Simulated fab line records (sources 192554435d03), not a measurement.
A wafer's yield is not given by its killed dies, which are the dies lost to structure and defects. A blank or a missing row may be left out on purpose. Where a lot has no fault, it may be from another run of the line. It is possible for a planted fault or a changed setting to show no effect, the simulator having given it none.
Matching of chambers / flow n5 finfet / uv cure-01 running N5_BEOL_M7_CURE_74: 3 sister chambers
The step cures SiCOH lowk, time 240 s. 3 wafers are shown with their chamber, then 9 later ones without.

## WAFERS WITH THEIR CHAMBER
wafer=L077.6; chamber=1; lamp power pct (%)=52.31
wafer=L084.4; chamber=0; lamp power pct (%)=52.39
wafer=L088.6; chamber=2; lamp power pct (%)=52.25

## WAFERS WHOSE CHAMBER IS MISSING
wafer=L090.2; lamp power pct (%)=52.37
wafer=L090.3; lamp power pct (%)=52.31
wafer=L090.5; lamp power pct (%)=52.33
wafer=L094.2; lamp power pct (%)=52.34
wafer=L094.3; lamp power pct (%)=52.33
wafer=L094.5; lamp power pct (%)=52.36
wafer=L096.1; lamp power pct (%)=52.31
wafer=L096.4; lamp power pct (%)=52.30
wafer=L096.6; lamp power pct (%)=52.41

## THE CHAMBER EACH PASSED THROUGH
wafer=L090.2; from the rows above=0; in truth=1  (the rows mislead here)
wafer=L090.3; from the rows above=1; in truth=1
wafer=L090.5; from the rows above=1; in truth=1
wafer=L094.2; from the rows above=can't be placed: 1 or 0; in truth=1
wafer=L094.3; from the rows above=1; in truth=1
wafer=L094.5; from the rows above=can't be placed: 0 or 1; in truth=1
wafer=L096.1; from the rows above=1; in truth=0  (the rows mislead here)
wafer=L096.4; from the rows above=1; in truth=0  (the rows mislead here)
wafer=L096.6; from the rows above=0; in truth=0
4 of 9 placed correctly. Not placeable from these rows: 2 (in 2, the candidates include the true chamber). 3 placed wrongly.
How it was worked out, from the rows above alone: a wafer's distance from a chamber is the root of the sum, over the readings, of the square of ((its reading less the chamber's mean) divided by the reading's scatter). The wafer belongs to the nearest chamber; if the next one is less than 2 further off, it can't be placed. Each chamber's mean is taken over the wafers shown for it. The scatter: root of mean squared gap, hidden wafer to nearest shown wafer, with one shown wafer a chamber.
